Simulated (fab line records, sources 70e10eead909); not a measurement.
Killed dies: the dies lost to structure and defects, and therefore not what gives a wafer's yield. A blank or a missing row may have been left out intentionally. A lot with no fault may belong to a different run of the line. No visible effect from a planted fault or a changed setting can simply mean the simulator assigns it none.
Which tool did it? || flow nand harc || 42 wafers from 14 lots sampled at 5 of the route's 1159 steps

WHAT EACH GAUGE READ, for each wafer
NHARC_END_SORT_01.
{"lot": "L278", "measured": "day 24 01:06", "on": "prober-01", "killed at array": "18 9 14", "killed at other": "0 0 0", "killed at periphery": "6 16 8", "killed dies": "24 25 22", "killed open": "1 4 1", "killed short": "2 1 1"}

TOOL THAT RAN EACH LOT (tool first, then ch and the chambers of the sampled wafers, then the start)
{"lot": "L262", "NHARC_P_GATE_DEGAS_109": "pvd sputter-01, day 5 13:58", "NHARC_P_CONTACT_CMP_01": "cmp-03 ch 0,2,3, day 5 15:43", "NHARC_P_CONTACT_ETCH_31": "rie diel-09 ch 1,2,3, day 5 17:20", "NHARC_P_CONTACT_CMP_24": "cmp-03 ch 2,3, day 6 03:49"}
{"lot": "L263", "NHARC_P_GATE_DEGAS_109": "pvd sputter-01, day 5 14:41", "NHARC_P_CONTACT_CMP_01": "cmp-03 ch 1,2,3, day 5 16:43", "NHARC_P_CONTACT_ETCH_31": "rie diel-01 ch 1,2,3, day 5 18:21", "NHARC_P_CONTACT_CMP_24": "cmp-03 ch 1,2, day 6 04:21"}
{"lot": "L266", "NHARC_P_GATE_DEGAS_109": "pvd sputter-03, day 6 10:13", "NHARC_P_CONTACT_CMP_01": "cmp-03 ch 0,1,2, day 6 11:59", "NHARC_P_CONTACT_ETCH_31": "rie diel-13 ch 0,2,3, day 6 13:43", "NHARC_P_CONTACT_CMP_24": "cmp-02 ch 0,1,2, day 6 18:35"}
{"lot": "L267", "NHARC_P_GATE_DEGAS_109": "pvd sputter-02, day 6 10:34", "NHARC_P_CONTACT_CMP_01": "cmp-01 ch 1,2,3, day 6 12:20", "NHARC_P_CONTACT_ETCH_31": "rie diel-09 ch 1,2,3, day 6 14:05", "NHARC_P_CONTACT_CMP_24": "cmp-02 ch 1,2, day 6 19:01"}
{"lot": "L269", "NHARC_P_GATE_DEGAS_109": "pvd sputter-03, day 7 03:40", "NHARC_P_CONTACT_CMP_01": "cmp-03 ch 2,3, day 7 05:24", "NHARC_P_CONTACT_ETCH_31": "rie diel-09 ch 0,2, day 7 07:02", "NHARC_P_CONTACT_CMP_24": "cmp-03 ch 1,2,3, day 7 09:03"}
{"lot": "L268", "NHARC_P_GATE_DEGAS_109": "pvd sputter-03, day 7 04:28", "NHARC_P_CONTACT_CMP_01": "cmp-01 ch 0,1,2, day 7 06:26", "NHARC_P_CONTACT_ETCH_31": "rie diel-13 ch 0,1,2, day 7 08:14", "NHARC_P_CONTACT_CMP_24": "cmp-03 ch 0,2,3, day 7 10:10"}
{"lot": "L271", "NHARC_P_GATE_DEGAS_109": "pvd sputter-03, day 7 15:50", "NHARC_P_CONTACT_CMP_01": "cmp-01 ch 0,1,2, day 7 17:34", "NHARC_P_CONTACT_ETCH_31": "rie diel-13 ch 0,1,2, day 7 19:13", "NHARC_P_CONTACT_CMP_24": "cmp-03 ch 0,1,3, day 8 01:51"}
{"lot": "L273", "NHARC_P_GATE_DEGAS_109": "pvd sputter-01, day 8 02:43", "NHARC_P_CONTACT_CMP_01": "cmp-02 ch 0,2,3, day 8 04:30", "NHARC_P_CONTACT_ETCH_31": "rie diel-01 ch 1,2,3, day 8 06:14", "NHARC_P_CONTACT_CMP_24": "cmp-02 ch 0,1, day 8 08:11"}
{"lot": "L274", "NHARC_P_GATE_DEGAS_109": "pvd sputter-02, day 8 20:28", "NHARC_P_CONTACT_CMP_01": "cmp-03 ch 0,1, day 8 22:14", "NHARC_P_CONTACT_ETCH_31": "rie diel-13 ch 0,1,3, day 9 00:01", "NHARC_P_CONTACT_CMP_24": "cmp-03 ch 0,2, day 9 01:58"}
{"lot": "L278", "NHARC_P_GATE_DEGAS_109": "pvd sputter-01, day 9 13:55", "NHARC_P_CONTACT_CMP_01": "cmp-01 ch 0,2, day 9 15:45", "NHARC_P_CONTACT_ETCH_31": "rie diel-13 ch 0,3, day 9 17:31", "NHARC_P_CONTACT_CMP_24": "cmp-03 ch 0,1, day 10 01:31"}
{"lot": "L279", "NHARC_P_GATE_DEGAS_109": "pvd sputter-01, day 9 19:32", "NHARC_P_CONTACT_CMP_01": "cmp-03 ch 1,2,3, day 9 21:24", "NHARC_P_CONTACT_ETCH_31": "rie diel-13 ch 0,2,3, day 9 22:59", "NHARC_P_CONTACT_CMP_24": "cmp-02 ch 0,3, day 10 02:48"}
{"lot": "L280", "NHARC_P_GATE_DEGAS_109": "pvd sputter-02, day 9 19:59", "NHARC_P_CONTACT_CMP_01": "cmp-01 ch 0,1,3, day 9 21:44", "NHARC_P_CONTACT_ETCH_31": "rie diel-01 ch 0,2,3, day 10 00:53", "NHARC_P_CONTACT_CMP_24": "cmp-03 ch 1,2,3, day 10 03:19"}
{"lot": "L283", "NHARC_P_GATE_DEGAS_109": "pvd sputter-02, day 10 16:26", "NHARC_P_CONTACT_CMP_01": "cmp-03 ch 2,3, day 10 18:10", "NHARC_P_CONTACT_ETCH_31": "rie diel-01 ch 0,2,3, day 10 19:50", "NHARC_P_CONTACT_CMP_24": "cmp-02 ch 0,1,3, day 11 04:19"}
{"lot": "L285", "NHARC_P_GATE_DEGAS_109": "pvd sputter-03, day 11 01:00", "NHARC_P_CONTACT_CMP_01": "cmp-02 ch 0,1,3, day 11 02:53", "NHARC_P_CONTACT_ETCH_31": "rie diel-09 ch 1,2,3, day 11 04:35", "NHARC_P_CONTACT_CMP_24": "cmp-01 ch 0,2, day 11 06:33"}
- NHARC_P_GATE_DEGAS_109: time 60 s.
- NHARC_P_CONTACT_CMP_01: polishes SiO2, target thk 200 nm.
- NHARC_P_CONTACT_ETCH_31: etches the open film in CH3F/O2, target depth 30 nm, time 85.7 s.
- NHARC_P_CONTACT_CMP_24: polishes, t overpolish 30 s, target thk 200 nm.

WHAT THE TOOLS THEMSELVES READ (means of the sampled wafers that have a number; where no wafer has one, the mark that the record gives instead)
NHARC_P_GATE_DEGAS_109.
{"lot": "L262", "tool": "pvd sputter-01", "heater power w (W)": 468, "susceptor temp C (C)": 300.16}
{"lot": "L263", "tool": "pvd sputter-01", "heater power w (W)": 469, "susceptor temp C (C)": 299.99}
{"lot": "L266", "tool": "pvd sputter-03", "heater power w (W)": 450, "susceptor temp C (C)": 300.19}
{"lot": "L267", "tool": "pvd sputter-02", "heater power w (W)": 423, "susceptor temp C (C)": 300.09}
{"lot": "L269", "tool": "pvd sputter-03", "heater power w (W)": 467, "susceptor temp C (C)": 299.79}
{"lot": "L268", "tool": "pvd sputter-03", "heater power w (W)": 450, "susceptor temp C (C)": 300.03}
{"lot": "L271", "tool": "pvd sputter-03", "heater power w (W)": 462, "susceptor temp C (C)": 299.97}
{"lot": "L273", "tool": "pvd sputter-01", "heater power w (W)": 467, "susceptor temp C (C)": 299.92}
{"lot": "L274", "tool": "pvd sputter-02", "heater power w (W)": 480, "susceptor temp C (C)": 300.14}
{"lot": "L278", "tool": "pvd sputter-01", "heater power w (W)": 468, "susceptor temp C (C)": 299.92}
{"lot": "L279", "tool": "pvd sputter-01", "heater power w (W)": 453, "susceptor temp C (C)": 299.92}
{"lot": "L280", "tool": "pvd sputter-02", "heater power w (W)": 421, "susceptor temp C (C)": 299.96}
{"lot": "L283", "tool": "pvd sputter-02", "heater power w (W)": 474, "susceptor temp C (C)": 299.90}
{"lot": "L285", "tool": "pvd sputter-03", "heater power w (W)": 486, "susceptor temp C (C)": 299.98}

NHARC_P_CONTACT_CMP_01.
{"lot": "L262", "tool": "cmp-03", "motor current A (A)": 12.3}
{"lot": "L263", "tool": "cmp-03", "motor current A (A)": 12.7}
{"lot": "L266", "tool": "cmp-03", "motor current A (A)": 11.8}
{"lot": "L267", "tool": "cmp-01", "motor current A (A)": 11.4}
{"lot": "L269", "tool": "cmp-03", "motor current A (A)": 13.1}
{"lot": "L268", "tool": "cmp-01", "motor current A (A)": 11.9}
{"lot": "L271", "tool": "cmp-01", "motor current A (A)": 12.1}
{"lot": "L273", "tool": "cmp-02", "motor current A (A)": 11.2}
{"lot": "L274", "tool": "cmp-03", "motor current A (A)": 12.7}
{"lot": "L278", "tool": "cmp-01", "motor current A (A)": 12.8}
{"lot": "L279", "tool": "cmp-03", "motor current A (A)": 12.8}
{"lot": "L280", "tool": "cmp-01", "motor current A (A)": 11.2}
{"lot": "L283", "tool": "cmp-03", "motor current A (A)": 12.4}
{"lot": "L285", "tool": "cmp-02", "motor current A (A)": 11.3}

NHARC_P_CONTACT_ETCH_31.
{"lot": "L262", "tool": "rie diel-09", "drypump motor current A (A)": 5.56, "oes product au (a.u.)": 0.949, "rf vpp V (V)": 244.0, "showerhead plenum p Torr (Torr)": 2.43, "throttle valve pct (%)": 20.665}
{"lot": "L263", "tool": "rie diel-01", "drypump motor current A (A)": 5.70, "oes product au (a.u.)": 0.975, "rf vpp V (V)": 243.0, "showerhead plenum p Torr (Torr)": 2.33, "throttle valve pct (%)": 20.658}
{"lot": "L266", "tool": "rie diel-13", "drypump motor current A (A)": 5.56, "oes product au (a.u.)": 0.959, "rf vpp V (V)": 244.3, "showerhead plenum p Torr (Torr)": 2.44, "throttle valve pct (%)": 20.661}
{"lot": "L267", "tool": "rie diel-09", "drypump motor current A (A)": 5.53, "oes product au (a.u.)": 0.989, "rf vpp V (V)": 244.2, "showerhead plenum p Torr (Torr)": 2.43, "throttle valve pct (%)": 20.657}
{"lot": "L269", "tool": "rie diel-09", "drypump motor current A (A)": 5.61, "oes product au (a.u.)": 0.996, "rf vpp V (V)": 244.6, "showerhead plenum p Torr (Torr)": 2.48, "throttle valve pct (%)": 20.667}
{"lot": "L268", "tool": "rie diel-13", "drypump motor current A (A)": 5.67, "oes product au (a.u.)": 0.993, "rf vpp V (V)": 244.5, "showerhead plenum p Torr (Torr)": 2.43, "throttle valve pct (%)": 20.678}
{"lot": "L271", "tool": "rie diel-13", "drypump motor current A (A)": 5.67, "oes product au (a.u.)": 0.979, "rf vpp V (V)": 243.4, "showerhead plenum p Torr (Torr)": 2.43, "throttle valve pct (%)": 20.663}
{"lot": "L273", "tool": "rie diel-01", "drypump motor current A (A)": 5.70, "oes product au (a.u.)": 0.960, "rf vpp V (V)": 242.5, "showerhead plenum p Torr (Torr)": 2.32, "throttle valve pct (%)": 20.653}
{"lot": "L274", "tool": "rie diel-13", "drypump motor current A (A)": 5.50, "oes product au (a.u.)": 0.979, "rf vpp V (V)": 244.3, "showerhead plenum p Torr (Torr)": 2.48, "throttle valve pct (%)": 20.662}
{"lot": "L278", "tool": "rie diel-13", "drypump motor current A (A)": 5.39, "oes product au (a.u.)": 0.662, "rf vpp V (V)": 244.6, "showerhead plenum p Torr (Torr)": 2.49, "throttle valve pct (%)": 20.661}
{"lot": "L279", "tool": "rie diel-13", "drypump motor current A (A)": 5.57, "oes product au (a.u.)": 0.661, "rf vpp V (V)": 243.8, "showerhead plenum p Torr (Torr)": 2.44, "throttle valve pct (%)": 20.666}
{"lot": "L280", "tool": "rie diel-01", "drypump motor current A (A)": 5.77, "oes product au (a.u.)": 0.987, "rf vpp V (V)": 243.7, "showerhead plenum p Torr (Torr)": 2.37, "throttle valve pct (%)": 20.665}
{"lot": "L283", "tool": "rie diel-01", "drypump motor current A (A)": 5.79, "oes product au (a.u.)": 0.977, "rf vpp V (V)": 244.2, "showerhead plenum p Torr (Torr)": 2.36, "throttle valve pct (%)": 20.655}
{"lot": "L285", "tool": "rie diel-09", "drypump motor current A (A)": 5.57, "oes product au (a.u.)": 1.004, "rf vpp V (V)": 243.7, "showerhead plenum p Torr (Torr)": 2.42, "throttle valve pct (%)": 20.660}

NHARC_P_CONTACT_CMP_24.
{"lot": "L262", "tool": "cmp-03", "motor current A (A)": 12.1, "overpolish run s (s)": 30.005, "time to endpoint s (s)": 41}
{"lot": "L263", "tool": "cmp-03", "motor current A (A)": 11.8, "overpolish run s (s)": 29.992, "time to endpoint s (s)": 39}
{"lot": "L266", "tool": "cmp-02", "motor current A (A)": 11.1, "overpolish run s (s)": 30.005, "time to endpoint s (s)": 42}
{"lot": "L267", "tool": "cmp-02", "motor current A (A)": 12.4, "overpolish run s (s)": 29.998, "time to endpoint s (s)": 37}
{"lot": "L269", "tool": "cmp-03", "motor current A (A)": 12.7, "overpolish run s (s)": 29.991, "time to endpoint s (s)": 39}
{"lot": "L268", "tool": "cmp-03", "motor current A (A)": 12.7, "overpolish run s (s)": 30.006, "time to endpoint s (s)": 45}
{"lot": "L271", "tool": "cmp-03", "motor current A (A)": 13.1, "overpolish run s (s)": 29.996, "time to endpoint s (s)": 43}
{"lot": "L273", "tool": "cmp-02", "motor current A (A)": 10.8, "overpolish run s (s)": 30.001, "time to endpoint s (s)": 42}
{"lot": "L274", "tool": "cmp-03", "motor current A (A)": 11.1, "overpolish run s (s)": 29.999, "time to endpoint s (s)": 41}
{"lot": "L278", "tool": "cmp-03", "motor current A (A)": 12.0, "overpolish run s (s)": 30.006, "time to endpoint s (s)": 42}
{"lot": "L279", "tool": "cmp-02", "motor current A (A)": 10.5, "overpolish run s (s)": 29.999, "time to endpoint s (s)": 36}
{"lot": "L280", "tool": "cmp-03", "motor current A (A)": 12.9, "overpolish run s (s)": 30.006, "time to endpoint s (s)": 38}
{"lot": "L283", "tool": "cmp-02", "motor current A (A)": 10.9, "overpolish run s (s)": 30.000, "time to endpoint s (s)": 40}
{"lot": "L285", "tool": "cmp-01", "motor current A (A)": 12.6, "overpolish run s (s)": 30.010, "time to endpoint s (s)": 39}

THE ANSWER, worked out from the rows above alone
Rule: usual is defined by the lots themselves. The widest of any qualifying gaps counts: lots, ordered by their means at a reading, are off when they make up no more than a third of the lots, leave a main group of 4 or more, and stand apart from it by 3 or more times the standard deviation of that group's means. A main group whose means are all the same, to the digits that the tables above print for the reading, isn't used. A lot without any number at a reading at which 4 lots or more have one is off too. All remaining lots with rows at the step are treated as sound. First the gauges in route order, then the tools' own readings, where a lot's mean is used as printed above. The first step at which some lot is off is used, and at that step the reading that is off furthest; a lot without a number counts as furthest.
Off: L278, L279, at NHARC_P_CONTACT_ETCH_31 (oes product au). Main group: mean 0.979 a.u., sd 0.016.
If a tool, at that step or one of the process steps before it, ran each lot that is off and ran no sound lot following the first of them, it fits. 2 tools fit, pvd sputter-01 at NHARC_P_GATE_DEGAS_109 and rie diel-13 at NHARC_P_CONTACT_ETCH_31, so this cannot tell which one it is.

WHAT THE SIMULATOR HAD INSERTED
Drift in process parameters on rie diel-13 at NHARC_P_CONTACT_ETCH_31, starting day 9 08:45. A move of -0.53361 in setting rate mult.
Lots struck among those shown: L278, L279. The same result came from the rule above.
